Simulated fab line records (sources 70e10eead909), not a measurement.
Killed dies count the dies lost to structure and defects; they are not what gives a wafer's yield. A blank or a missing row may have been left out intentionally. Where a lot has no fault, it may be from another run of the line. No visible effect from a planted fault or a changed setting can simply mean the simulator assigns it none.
Chamber matching -- flow nand harc -- rie diel-06 running NHARC_P_ZERO_WELL_DESCUM_13: 4 sister chambers
The step chemistry O2, time 3 s. 30 wafers are shown with their chamber, then 12 later ones without.

## WAFERS PAIRED WITH THEIR CHAMBERS
wafer,chamber,showerhead plenum p Torr (Torr),drypump motor current A (A),oes product au (a.u.)
L077.1,1,1.92,5.89,0.982
L077.2,3,1.87,5.89,0.990
L077.3,2,1.93,5.88,1.004
L077.4,0,1.90,6.19,0.989
L077.5,3,1.87,5.89,0.973
L077.6,2,1.93,5.90,1.009
L081.2,1,1.92,5.90,0.995
L081.3,0,1.90,6.16,0.996
L081.5,3,1.87,5.90,0.983
L082.1,0,1.90,6.17,1.001
L082.3,1,1.92,5.90,0.987
L082.6,3,1.87,5.89,0.982
L084.1,0,1.90,6.20,0.995
L084.2,1,1.92,5.89,1.003
L084.4,2,1.93,5.85,1.004
L086.2,1,1.92,5.87,1.002
L086.4,3,1.86,5.89,1.006
L086.5,0,1.90,6.19,1.003
L086.1,2,1.93,5.86,1.010
L086.3,0,1.90,6.18,1.004
L086.6,3,1.87,5.90,1.002
L087.4,2,1.93,5.87,1.017
L087.5,1,1.92,5.86,0.997
L087.6,3,1.86,5.89,0.998
L090.1,0,1.90,6.18,1.008
L090.2,3,1.86,5.90,1.012
L090.3,2,1.93,5.87,1.017
L090.4,1,1.92,5.87,0.997
L090.5,2,1.93,5.87,1.017
L090.6,3,1.86,5.91,1.010

SIGNATURES, as means of the wafers listed above
reading,chamber 0,chamber 1,chamber 2,chamber 3,scatter within a chamber
showerhead plenum p Torr,1.9000,1.9200,1.9300,1.8656,0.00292
drypump motor current A,6.1814,5.8829,5.8714,5.8956,0.0132
oes product au,0.99943,0.99471,1.01114,0.99511,0.00946
Rule: for a wafer and a chamber, the distance is found by dividing, reading by reading, the gap between the wafer's reading and the chamber's mean by the reading's scatter, squaring, summing and taking the root. If the next closest chamber is less than 2 further off than the closest, the wafer can't be placed; otherwise it belongs to the closest. The scatter is the square root of a quotient: the sum, over the shown wafers, of each reading's squared deviation from its chamber's mean, divided by wafers minus chambers.

## WAFERS WHOSE CHAMBER IS MISSING
wafer,showerhead plenum p Torr (Torr),drypump motor current A (A),oes product au (a.u.)
L094.1,1.92,5.86,0.990
L094.2,1.89,6.20,0.986
L094.3,1.93,5.87,0.998
L094.4,1.86,5.89,1.007
L094.5,1.93,5.86,1.005
L094.6,1.92,5.86,1.000
L095.2,1.86,5.90,0.998
L095.4,1.89,6.18,1.000
L095.6,1.93,5.86,1.006
L096.1,1.92,5.89,0.989
L096.3,1.86,5.89,1.013
L096.5,1.86,5.88,1.016

## CHAMBER TAKEN BY EACH
wafer,from the rows above,in truth
L094.1,1,1
L094.2,0,0
L094.3,2,2
L094.4,3,3
L094.5,2,2
L094.6,can't be placed: 1 or 2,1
L095.2,3,3
L095.4,0,0
L095.6,2,2
L096.1,1,1
L096.3,3,3
L096.5,3,3
Placed correctly: 11 of 12. Can't be placed from these rows: 1 (the true chamber is among the candidates in 1). 0 placed wrongly.
